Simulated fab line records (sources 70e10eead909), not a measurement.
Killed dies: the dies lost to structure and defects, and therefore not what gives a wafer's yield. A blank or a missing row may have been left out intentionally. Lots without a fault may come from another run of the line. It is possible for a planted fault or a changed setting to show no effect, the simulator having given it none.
fab line records	flow nandHarc
record lots=7	wafers=21	lastDay=24
route steps=1159 shown A_CONTACT@849 END@1159
lots with no fault: from the same line, run without faults
startH: hours from the record's opening day to when the first of the lot's shown wafers began	waitH: hours from the lot's prior step to this one	" repeats the value in the row above	L1.1+2: one row covering several wafers at once	- no value, or no start was given	* or withheld: withheld	< > ~ a bound
route shown NAME@n: a module of which the file shows steps, and the number in the route of the first	usual: mean/standard deviation of fault-free wafers	same: alike in all rows	chamber/n: place in a boat	sites: each site's reading	_std_site: their standard deviation	_edge_site: inner sites' mean taken away from outer sites' mean	radiusMm: how far each site lies from the wafer's centre	mask NAME#n: copy n	behind: the most recent tool/chamber to have shaped the wafer	hold: why the lot was held/for how many hours/how that ended	device: which transistor (n, p or np) failed to switch	end of line: the tests these same wafers got at the end of their route	a step with no rows: only its recipe	killed: not the wafer's yield, but the dies lost to structure and defects at the first sort	map: the dies of a wafer, with x for killed, . for not killed, _ for no die there
set.NAME: setting as actually run; set.NAME@STEP: the setting as run at that earlier step	model.NAME: the simulator's own value behind a step, which no gauge read
a table for each step, a row for each wafer; lots at some steps of the route
services: the hour from which a tool's chamber was out of use, counted from the record's first day as startH (under 0 if before that day), plus the number of hours and why
## steps
# step NHARC_A_CONTACT_SOFTBAKE_37
# recipe tempC=105	timeS=55
# step NHARC_A_CONTACT_EBR_38
# step NHARC_A_CONTACT_EXPOSE_39
# recipe na=1.35	sigmaOuter=0.8	doseMj=58.79	maskId=A_CC_3
# step NHARC_A_CONTACT_PEB_40
# recipe pebTempC=100	pebTimeS=65
# step NHARC_A_CONTACT_DEVELOP_41
# recipe developTimeS=35	devTempC=23
# step NHARC_A_CONTACT_CD_MEAS_42
# recipe targetCdNm=200	landingEnergyEv=500
# usual cdNm=200.1/0.56
lot.wafer	tool	chamber	startH	waitH	cdNm
L710.1	cdSem-02	0	389.98	-	200.4
L710.4	"	0	"	"	201.1
L710.5	"	0	"	"	200.0
L712.1	cdSem-01	0	425.56	-	200.3
L712.5	"	0	"	"	200.0
L712.6	"	0	"	"	199.8
L723.2	cdSem-02	0	467.16	-	200.1
L723.5	"	0	"	"	201.4
L723.6	"	0	"	"	200.0
L725.2	cdSem-03	0	475.37	-	199.1
L725.3	"	0	"	"	199.2
L725.5	"	0	"	"	199.3
L724.3	cdSem-02	0	475.77	-	200.3
L724.4	"	0	"	"	200.0
L724.6	"	0	"	"	200.0
L726.1	cdSem-01	0	482.74	-	200.9
L726.5	"	0	"	"	200.6
L726.6	"	0	"	"	200.7
L729.1	cdSem-02	0	502.93	-	200.0
L729.2	"	0	"	"	200.7
L729.4	"	0	"	"	199.9
# step NHARC_A_CONTACT_OVL_MEAS_43
# usual overlayXNm=-0.2/0.87	overlayYNm=-0.1/0.57
lot.wafer	tool	chamber	startH	waitH	overlayXNm	overlayYNm
L710.1	overlay-01	-	390.07	-	1.4	-0.7
L710.4	"	-	"	"	1.5	-0.6
L710.5	"	-	"	"	0.7	-0.9
L712.1	overlay-01	-	425.65	-	-0.8	-0.3
L712.5	"	-	"	"	-0.6	-0.2
L712.6	"	-	"	"	-0.1	-0.3
L723.2	overlay-01	-	467.25	-	0.3	-0.8
L723.5	"	-	"	"	0.8	-0.9
L723.6	"	-	"	"	0.1	-1.3
L725.2	overlay-02	-	475.46	-	-0.3	1.1
L725.3	"	-	"	"	-0.7	0.5
L725.5	"	-	"	"	-0.8	0.8
L724.3	overlay-01	-	475.86	-	-0.6	-1.2
L724.4	"	-	"	"	-1.3	-0.8
L724.6	"	-	"	"	-1.7	-0.5
L726.1	overlay-02	-	482.83	-	-0.3	-0.2
L726.5	"	-	"	"	-0.4	-0.5
L726.6	"	-	"	"	-0.1	-0.7
L729.1	overlay-02	-	503.02	-	-1.3	-0.5
L729.2	"	-	"	"	-0.6	-0.1
L729.4	"	-	"	"	-1.4	-0.3
# step NHARC_A_CONTACT_INSPECT_44
# usual rawDefectCount=27/15
lot.wafer	tool	chamber	startH	waitH	rawDefectCount
L710.1	defectInspect-01	-	390.10	0.0	7
L710.4	"	-	"	"	8
L710.5	"	-	"	"	6
L712.1	defectInspect-01	-	425.69	0.0	36
L712.5	"	-	"	"	34
L712.6	"	-	"	"	40
L723.2	defectInspect-02	-	467.28	0.0	51
L723.5	"	-	"	"	45
L723.6	"	-	"	"	53
L725.2	defectInspect-01	-	475.49	0.0	11
L725.3	"	-	"	"	12
L725.5	"	-	"	"	13
L724.3	defectInspect-01	-	475.90	0.0	53
L724.4	"	-	"	"	42
L724.6	"	-	"	"	58
L726.1	defectInspect-01	-	482.86	0.0	66
L726.5	"	-	"	"	52
L726.6	"	-	"	"	53
L729.1	defectInspect-01	-	503.05	0.0	7
L729.2	"	-	"	"	13
L729.4	"	-	"	"	8
# step NHARC_A_CONTACT_DESCUM_47
# recipe timeS=3	o2FlowSccm=200	arFlowSccm=0	biasPowerW=0	chemistry=O2
# usual drypumpMotorCurrentA=5.7/0.53	oesProductAu=0.999/0.0098	rfVppV=57.7/0.91	showerheadPlenumPTorr=1.91/0.08	throttleValvePct=11.311/0.0082
lot.wafer	tool	chamber	startH	waitH	drypumpMotorCurrentA	oesProductAu	rfHoursCounterH	rfVppV	showerheadPlenumPTorr	throttleValvePct
L710.4	rieDiel-07	3	390.17	0.1	5.7	1.008	58	57.5	2.06	11.302
L710.1	"	0	"	"	5.3	0.999	57	56.6	1.86	11.315
L710.5	"	2	"	"	4.9	0.993	-	59.3	1.90	11.316
L712.1	rieDiel-05	3	425.77	0.1	5.0	1.008	28	57.0	1.97	11.325
L712.5	"	1	"	"	6.1	1.000	-	58.1	1.91	11.309
L712.6	"	2	"	"	6.3	1.002	-	57.7	2.05	11.303
L723.2	rieDiel-05	2	467.35	0.1	6.3	1.010	44	59.3	2.04	11.313
L723.6	"	1	"	"	6.1	1.004	-	58.4	1.90	11.305
L723.5	"	2	"	"	6.3	0.999	-	58.9	2.04	11.312
L725.3	rieDiel-08	3	475.56	0.1	5.2	1.004	33	59.0	1.80	11.301
L725.2	"	0	"	"	5.6	1.007	35	58.0	1.92	11.318
L725.5	"	0	"	"	5.6	1.001	-	58.2	1.92	11.297
L724.3	rieDiel-05	3	475.97	0.1	5.0	0.999	51	58.1	1.96	11.316
L724.4	"	0	"	"	5.3	1.001	50	58.3	2.02	11.314
L724.6	"	1	"	"	6.1	0.988	-	57.0	1.90	11.304
L726.1	rieDiel-05	0	482.94	0.1	5.3	1.010	53	59.9	2.02	11.319
L726.5	"	3	"	"	5.0	1.005	-	58.4	1.96	11.305
L726.6	"	0	"	"	5.3	1.013	-	59.1	2.02	11.320
L729.1	rieDiel-08	0	503.11	0.1	5.6	0.992	4	58.2	1.91	11.312
L729.4	"	1	"	"	6.6	0.996	3	58.2	1.84	11.312
L729.2	"	3	"	"	5.2	0.991	3	57.3	1.80	11.306
# step NHARC_A_CONTACT_ETCH_48
# recipe targetDepthA=390	overEtchFrac=0.3	timeS=65	ionEnergyEv=80	cf4FlowSccm=150	arFlowSccm=0	rfW=300	biasW=100	chemistry=CF4
# usual drypumpMotorCurrentA=5.7/0.53	oesProductAu=1.001/0.0091	rfVppV=151.2/1.2	showerheadPlenumPTorr=1.76/0.068	throttleValvePct=13.283/0.0086
lot.wafer	tool	chamber	startH	waitH	drypumpMotorCurrentA	oesProductAu	rfHoursCounterH	rfVppV	showerheadPlenumPTorr	throttleValvePct
L710.1	rieDiel-07	3	390.31	0.1	5.7	1.003	58	153.6	1.89	13.292
L710.4	"	0	"	"	5.3	0.991	57	151.5	1.73	13.269
L710.5	"	3	"	"	5.7	1.007	-	153.8	1.89	13.292
L712.1	rieDiel-05	1	425.85	0.1	6.1	1.007	27	150.7	1.77	13.283
L712.5	"	3	"	"	5.0	1.013	-	151.3	1.82	13.283
L712.6	"	0	"	"	5.3	0.996	-	153.2	1.86	13.300
L723.2	rieDiel-05	1	467.43	0.1	6.1	1.000	44	150.3	1.76	13.278
L723.5	"	1	"	"	6.1	0.996	-	151.7	1.76	13.278
L723.6	"	2	"	"	6.3	1.003	-	153.0	1.88	13.290
L725.2	rieDiel-08	1	475.65	0.1	6.5	1.003	35	151.0	1.71	13.281
L725.3	"	3	"	"	5.2	0.995	33	149.6	1.67	13.286
L725.5	"	0	"	"	5.6	1.019	-	151.5	1.77	13.274
L724.4	rieDiel-05	0	476.05	0.1	5.3	1.005	50	153.2	1.86	13.295
L724.3	"	2	"	"	6.3	1.000	48	152.5	1.88	13.281
L724.6	"	0	"	"	5.3	1.009	-	153.3	1.86	13.268
L726.1	rieDiel-05	2	483.02	0.1	6.3	1.000	50	153.6	1.88	13.274
L726.5	"	2	"	"	6.3	0.996	-	153.1	1.88	13.278
L726.6	"	3	"	"	5.0	1.002	-	152.1	1.81	13.280
L729.2	rieDiel-08	2	503.20	0.1	6.0	0.989	3	150.5	1.75	13.281
L729.4	"	3	"	"	5.2	0.996	3	149.9	1.67	13.285
L729.1	"	1	"	"	6.6	0.995	3	149.8	1.71	13.283
# step NHARC_A_CONTACT_ETCH_49
# recipe targetDepthA=2600	overEtchFrac=0.3	timeS=475.3	ionEnergyEv=200	n2FlowSccm=150	h2FlowSccm=150	arFlowSccm=0	rfW=400	biasW=150	chemistry=N2/H2
# usual drypumpMotorCurrentA=5.7/0.54	oesProductAu=1.001/0.0098	rfVppV=430.2/2.5	showerheadPlenumPTorr=2.03/0.086	throttleValvePct=14.173/0.0093
lot.wafer	tool	chamber	startH	waitH	drypumpMotorCurrentA	oesProductAu	rfHoursCounterH	rfVppV	showerheadPlenumPTorr	throttleValvePct
L710.1	rieDiel-07	0	-	-	5.3	0.992	57	429.3	1.99	14.173
L710.4	"	3	"	"	5.7	1.001	58	433.5	2.20	14.174
L710.5	"	1	"	"	6.1	0.998	-	426.8	1.90	14.164
L712.1	rieDiel-05	2	-	-	6.4	0.997	27	433.2	2.18	14.173
L712.6	"	2	"	"	6.4	0.997	-	434.3	2.18	14.178
L712.5	"	3	"	"	5.0	1.011	-	434.0	2.10	14.178
L723.2	rieDiel-05	2	-	-	6.3	1.001	44	433.9	2.18	14.170
L723.6	"	3	"	"	5.0	1.009	-	432.2	2.10	14.159
L723.5	"	0	"	"	5.3	1.003	-	434.5	2.16	14.175
L725.3	rieDiel-08	2	-	-	6.1	1.008	33	429.6	2.01	14.179
L725.2	"	0	"	"	5.5	1.019	35	431.3	2.04	14.170
L725.5	"	2	"	"	6.0	1.012	-	429.5	2.01	14.173
L724.3	rieDiel-05	3	-	-	5.0	1.000	51	432.4	2.10	14.164
L724.4	"	1	"	"	6.1	1.016	49	431.5	2.03	14.160
L724.6	"	2	"	"	6.3	1.005	-	434.5	2.18	14.176
L726.1	rieDiel-05	3	-	-	5.0	1.007	53	430.7	2.10	14.185
L726.5	"	0	"	"	5.3	1.006	-	432.5	2.15	14.176
L726.6	"	1	"	"	6.1	1.006	-	430.0	2.03	14.163
L729.1	rieDiel-08	2	-	-	6.1	0.996	3	430.8	2.01	14.169
L729.2	"	3	"	"	5.2	1.012	3	427.4	1.92	14.182
L729.4	"	1	"	"	6.5	0.999	3	427.7	1.96	14.171
# step NHARC_A_CONTACT_ETCH_50
# recipe targetDepthA=847	timeS=42.4	cf4FlowSccm=100	chf3FlowSccm=30	arFlowSccm=0	rfW=500	biasW=200	chemistry=CF4/CHF3
# usual drypumpMotorCurrentA=5.7/0.52	oesProductAu=0.947/0.023	rfVppV=370.4/2.2	showerheadPlenumPTorr=1.57/0.062	throttleValvePct=16.803/0.009
lot.wafer	tool	chamber	startH	waitH	drypumpMotorCurrentA	oesProductAu	rfHoursCounterH	rfVppV	showerheadPlenumPTorr	throttleValvePct
L710.4	rieDiel-07	1	-	-	6.1	0.928	53	366.7	1.47	16.808
L710.1	"	3	"	"	5.6	0.935	59	373.3	1.68	16.797
L710.5	"	1	"	"	6.1	0.933	-	367.4	1.47	16.793
L712.1	rieDiel-05	2	-	-	6.3	0.926	27	372.6	1.68	16.804
L712.6	"	0	"	"	5.3	0.936	-	374.2	1.66	16.789
L712.5	"	1	"	"	6.1	0.928	-	369.3	1.57	16.812
L723.2	rieDiel-05	3	-	-	5.0	0.929	47	372.1	1.61	16.795
L723.5	"	0	"	"	5.3	0.928	-	372.5	1.66	16.800
L723.6	"	1	"	"	6.1	0.919	-	370.2	1.57	16.803
L725.3	rieDiel-08	2	-	-	6.0	0.979	34	369.2	1.56	16.807
L725.2	"	3	"	"	5.2	0.961	33	368.5	1.49	16.799
L725.5	"	1	"	"	6.5	0.988	-	368.5	1.52	16.809
L724.3	rieDiel-05	2	-	-	6.3	0.925	48	374.7	1.67	16.812
L724.4	"	3	"	"	5.0	0.936	51	373.0	1.61	16.812
L724.6	"	0	"	"	5.3	0.929	-	372.1	1.65	16.806
L726.1	rieDiel-05	1	-	-	6.1	0.930	52	369.9	1.56	16.799
L726.5	"	1	"	"	6.0	0.926	-	369.7	1.56	16.798
L726.6	"	2	"	"	6.3	0.920	-	373.6	1.67	16.819
L729.2	rieDiel-08	2	-	-	6.0	0.966	3	368.5	1.55	16.788
L729.4	"	3	"	"	5.2	0.982	4	368.7	1.49	16.806
L729.1	"	0	"	"	5.5	0.954	4	370.7	1.57	16.796
# step NHARC_A_CONTACT_ETCH_51
# recipe targetDepthA=36000	overEtchFrac=0.3	timeS=936	ionEnergyEv=150	o2FlowSccm=400	cosFlowSccm=20	arFlowSccm=0	rfW=500	biasW=300	chemistry=O2/COS
# usual drypumpMotorCurrentA=5.7/0.52	oesProductAu=1.001/0.009	rfVppV=314.0/2	showerheadPlenumPTorr=3.11/0.12	throttleValvePct=28.332/0.008
lot.wafer	tool	chamber	startH	waitH	drypumpMotorCurrentA	oesProductAu	rfHoursCounterH	rfVppV	showerheadPlenumPTorr	throttleValvePct
L710.4	rieDiel-07	2	390.82	-	4.9	0.997	64	313.2	3.10	28.336
L710.1	"	0	"	"	5.3	1.007	57	313.3	3.05	28.340
L710.5	"	3	"	"	5.7	1.003	-	316.8	3.34	28.318
L712.1	rieDiel-05	0	426.35	-	5.3	0.996	28	315.2	3.29	28.346
L712.6	"	0	"	"	5.3	0.996	-	317.4	3.29	28.327
L712.5	"	1	"	"	6.1	1.001	-	314.5	3.12	28.349
L723.2	rieDiel-05	3	468.15	-	5.0	1.286	47	313.8	3.20	28.344
L723.5	"	1	"	"	6.1	1.302	-	312.7	3.11	28.326
L723.6	"	2	"	"	6.4	1.298	-	316.9	3.32	28.331
L725.2	rieDiel-08	2	476.15	-	6.0	1.002	34	313.4	3.09	28.331
L725.3	"	1	"	"	6.6	0.997	35	313.8	3.01	28.326
L725.5	"	2	"	"	6.1	1.012	-	315.2	3.09	28.319
L724.3	rieDiel-05	1	476.58	-	6.1	1.295	50	313.5	3.10	28.330
L724.4	"	2	"	"	6.4	1.281	48	315.8	3.31	28.341
L724.6	"	1	"	"	6.1	1.308	-	313.2	3.11	28.317
L726.1	rieDiel-05	2	484.03	-	6.3	1.286	51	317.5	3.31	28.333
L726.5	"	1	"	"	6.1	1.295	-	313.3	3.10	28.334
L726.6	"	2	"	"	6.3	1.290	-	317.0	3.31	28.335
L729.1	rieDiel-08	3	503.71	-	5.2	1.003	4	311.1	2.95	28.319
L729.4	"	1	"	"	6.6	0.993	3	313.0	3.01	28.332
L729.2	"	2	"	"	6.0	0.988	3	314.3	3.08	28.317
# step NHARC_A_CONTACT_ETCH_111
# recipe sourceW=withheld	pressureMtorr=20	biasV=withheld	timeS=140	targetDepthA=7000	arFlowSccm=withheld	c4f8FlowSccm=withheld	o2FlowSccm=withheld	chemistry=C4F8/O2/Ar
lot.wafer	tool	chamber	startH	waitH	rfHoursCounterH
L710.1	harCapEtch-01	1	391.49	-	60
L710.4	"	1	"	"	-
L710.5	"	1	"	"	-
L712.1	harCapEtch-03	0	427.02	-	88
L712.5	"	0	"	"	-
L712.6	"	1	"	"	-
L723.2	harCapEtch-03	0	468.72	-	96
L723.6	"	1	"	"	-
L723.5	"	0	"	"	-
L725.2	harCapEtch-03	1	476.82	-	97
L725.3	"	0	"	"	-
L725.5	"	1	"	"	-
L724.4	harCapEtch-02	1	477.31	-	-
L724.3	"	0	"	"	-
L724.6	"	1	"	"	-
L726.1	harCapEtch-03	0	484.65	-	98
L726.5	"	1	"	"	-
L726.6	"	0	"	"	-
L729.2	harCapEtch-03	0	504.37	-	101
L729.1	"	1	"	"	101
L729.4	"	1	"	"	-
# step NHARC_END_SORT_01
# recipe tempC=25
# usual killedAtArray=27/12	killedAtOther=0.8/1	killedAtPeriphery=4.0/2.5	killedDies=32/11	killedOpen=3.3/1.8	killedShort=2.0/1.5
# same grossDies=677
lot.wafer	tool	chamber	startH	waitH	killedAtArray	killedAtOther	killedAtPeriphery	killedDies	killedOpen	killedShort
L712.1	prober-02	0	488.59	2.5	42	0	1	43	5	5
L712.5	prober-02	0	491.84	3.8	33	0	3	36	1	4
L712.6	prober-02	0	492.66	4.1	38	0	1	39	3	2
L723.2	prober-01	0	544.72	2.8	39	1	7	47	5	0
L723.5	prober-01	0	547.13	3.7	37	0	3	40	2	1
L723.6	prober-01	0	547.93	4.0	49	1	3	53	3	3
L724.3	prober-01	0	553.35	3.1	39	0	2	41	5	0
L724.4	prober-01	0	554.15	3.4	39	0	1	40	0	1
L724.6	prober-01	0	555.76	4.0	47	0	2	49	1	1
L726.1	prober-02	0	557.60	2.5	50	1	4	55	9	5
L726.5	prober-02	0	560.76	3.7	51	1	5	57	5	8
L726.6	prober-02	0	561.54	3.9	49	1	4	54	3	2
L729.1	prober-02	0	572.68	2.5	15	1	2	18	1	4
L729.2	prober-02	0	573.49	2.8	15	2	5	22	2	2
L729.4	prober-02	0	575.11	3.4	11	2	10	23	1	1
# killed by level:class
L712.1 A_CHANNEL_HOLE_D1:chamberFilmFlake=14 A_SLIT:chamberFilmFlake=9 A_STAIRCASE:chamberFilmFlake=6 A_WL_FILL:chamberFilmFlake=3 A_ONON_D1:geometricParticle:short=2 A_CHANNEL_FILL_D1:geometricParticle:short=2 P_M0:geometricParticle:open=1 A_SOURCE_PLATE:geometricParticle:open=1
L712.5 A_CHANNEL_HOLE_D1:chamberFilmFlake=17 A_SLIT:chamberFilmFlake=7 A_STAIRCASE:chamberFilmFlake=3 P_M0:geometricParticle:short=1 A_ONON_D1:geometricParticle:short=1 A_CHANNEL_FILL_D1:geometricParticle:short=1 A_CONTACT:geometricParticle:short=1 A_CONTACT:geometricParticle:open=1
L712.6 A_CHANNEL_HOLE_D1:chamberFilmFlake=12 A_SLIT:chamberFilmFlake=12 A_STAIRCASE:chamberFilmFlake=8 A_SOURCE_PLATE:geometricParticle:short=1 A_CHANNEL_HOLE_D1:geometricParticle:short=1 A_CHANNEL_FILL_D1:geometricParticle:open=1 A_CONTACT:geometricParticle:open=1 A_BLC:geometricParticle:open=1
L723.2 A_CHANNEL_HOLE_D1:chamberFilmFlake=17 A_SLIT:chamberFilmFlake=14 P_GATE:chamberFilmFlake=4 A_CONTACT:chamberFilmFlake=3 P_CONTACT:geometricParticle:open=2 A_ONON_D1:geometricParticle:open=1 A_CHANNEL_HOLE_D1:geometricParticle:open=1 A_BLC:geometricParticle:open=1
L723.5 A_CHANNEL_HOLE_D1:chamberFilmFlake=20 A_SLIT:chamberFilmFlake=13 A_CONTACT:chamberFilmFlake=3 P_CONTACT:geometricParticle:short=1 P_CONTACT:geometricParticle:open=1 A_WL_FILL:geometricParticle:open=1 P_GATE:chamberFilmFlake=1
L723.6 A_CHANNEL_HOLE_D1:chamberFilmFlake=23 A_SLIT:chamberFilmFlake=20 A_ONON_D1:geometricParticle:short=2 A_CONTACT:chamberFilmFlake=2 P_M0:geometricParticle:short=1 P_M2:geometricParticle:open=1 A_CONTACT:geometricParticle:open=1 A_M0:geometricParticle:open=1
L724.3 A_CHANNEL_HOLE_D1:chamberFilmFlake=18 A_SLIT:chamberFilmFlake=12 A_STAIRCASE:chamberFilmFlake=3 A_STAIRCASE:geometricParticle:open=1 A_WL_FILL:geometricParticle:open=1 A_CONTACT:geometricParticle:open=1 A_BLC:geometricParticle:open=1 A_M0:geometricParticle:open=1
L724.4 A_SLIT:chamberFilmFlake=15 A_CHANNEL_HOLE_D1:chamberFilmFlake=12 A_CONTACT:chamberFilmFlake=6 A_STAIRCASE:chamberFilmFlake=3 A_CONTACT:geometricParticle:short=1 P_M0:chamberFilmFlake=1 A_WL_FILL:chamberFilmFlake=1 A_BLC:chamberFilmFlake=1
L724.6 A_CHANNEL_HOLE_D1:chamberFilmFlake=20 A_SLIT:chamberFilmFlake=16 A_STAIRCASE:chamberFilmFlake=5 A_CONTACT:chamberFilmFlake=4 P_M0:geometricParticle:open=1 A_M0:geometricParticle:short=1 P_STI:chamberFilmFlake=1 A_BLC:chamberFilmFlake=1
L726.1 A_CHANNEL_HOLE_D1:chamberFilmFlake=22 A_SLIT:chamberFilmFlake=12 A_STAIRCASE:chamberFilmFlake=4 A_CHANNEL_FILL_D1:geometricParticle:short=3 P_GATE:geometricParticle:open=2 A_ONON_D1:geometricParticle:open=2 A_CONTACT:geometricParticle:short=2 P_CONTACT:geometricParticle:open=1
L726.5 A_CHANNEL_HOLE_D1:chamberFilmFlake=17 A_SLIT:chamberFilmFlake=15 A_WL_FILL:geometricParticle:short=4 A_CONTACT:chamberFilmFlake=4 A_STAIRCASE:chamberFilmFlake=3 P_CONTACT:geometricParticle:short=2 A_M1:chamberFilmFlake=2 A_CHANNEL_FILL_D1:geometricParticle:open=2
L726.6 A_CHANNEL_HOLE_D1:chamberFilmFlake=20 A_SLIT:chamberFilmFlake=13 A_CONTACT:chamberFilmFlake=8 A_STAIRCASE:chamberFilmFlake=4 P_CONTACT:geometricParticle:open=2 P_M1:geometricParticle:short=1 A_CHANNEL_HOLE_D1:geometricParticle:short=1 A_CONTACT:geometricParticle:open=1
L729.1 A_CHANNEL_HOLE_D1:chamberFilmFlake=4 A_CONTACT:chamberFilmFlake=4 A_CHANNEL_HOLE_D1:geometricParticle:short=3 A_BONDPAD:chamberFilmFlake=3 P_M1:geometricParticle:open=1 A_ONON_D1:geometricParticle:short=1 P_M1:chamberFilmFlake=1 THIN_TSV:chamberFilmFlake=1
L729.2 A_CHANNEL_HOLE_D1:chamberFilmFlake=9 P_M1:chamberFilmFlake=3 P_CONTACT:geometricParticle:short=2 A_M0:geometricParticle:open=2 A_STAIRCASE:chamberFilmFlake=2 THIN_TSV:chamberFilmFlake=2 A_CONTACT:chamberFilmFlake=1 A_BONDPAD:chamberFilmFlake=1
L729.4 P_M1:chamberFilmFlake=5 A_CHANNEL_HOLE_D1:chamberFilmFlake=4 A_CONTACT:chamberFilmFlake=4 P_STI:chamberFilmFlake=3 A_BONDPAD:chamberFilmFlake=2 THIN_TSV:chamberFilmFlake=2 P_CONTACT:geometricParticle:open=1 P_CONTACT:geometricParticle:short=1
## services
tool	chamber	startH	hours	kind
harCapEtch-02	-	368.56	0.1	repair
rieDiel-05	0	374.27	-	clean
rieDiel-05	1	374.27	-	clean
rieDiel-05	2	374.27	-	clean
rieDiel-05	3	374.27	-	clean
rieDiel-08	3	375.86	2.3	repair
rieDiel-05	0	394.89	4.7	repair
rieDiel-07	3	395.32	2.2	repair
rieDiel-05	1	399.02	-	clean
rieDiel-05	2	399.02	-	clean
rieDiel-05	3	399.02	-	clean
rieDiel-07	-	405.70	9.0	pm
rieDiel-05	0	423.52	-	clean
rieDiel-05	1	423.52	-	clean
rieDiel-05	2	423.52	-	clean
rieDiel-05	3	423.52	-	clean
rieDiel-05	0	448.02	-	clean
rieDiel-05	1	448.02	-	clean
rieDiel-05	2	448.02	-	clean
rieDiel-05	3	448.02	-	clean
rieDiel-05	0	472.55	-	clean
rieDiel-05	1	472.55	-	clean
rieDiel-05	2	472.55	-	clean
rieDiel-07	-	477.77	0.5	repair
## key
firstSign step=NHARC_A_CONTACT_ETCH_51	reading=oesProductAu	direction=up	sigmas=33	usual=1.001	struck=1.293
effect none on later readings
metAt NHARC_A_CONTACT_ETCH_51
struckWafers L723.2,L723.5,L723.6,L724.3,L724.4,L724.6,L726.1,L726.5,L726.6
testerLeftOut L723,L724,L726
onsetBetween 426.35 468.15
fault kind=processParameterDrift	tool=rieDiel-05	chamber=-	onsetH=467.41	steps=NHARC_A_CONTACT_ETCH_51	channel=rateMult	offset=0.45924	shape=step	endH=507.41
# testerLeftOut: of these lots the tester's yield and bins aren't shown, on N5 and GAA mostly nor the transistor test; their killed dies are dies lost to structure and defects alone, not to doping, threshold or leakage, so they don't give the yield
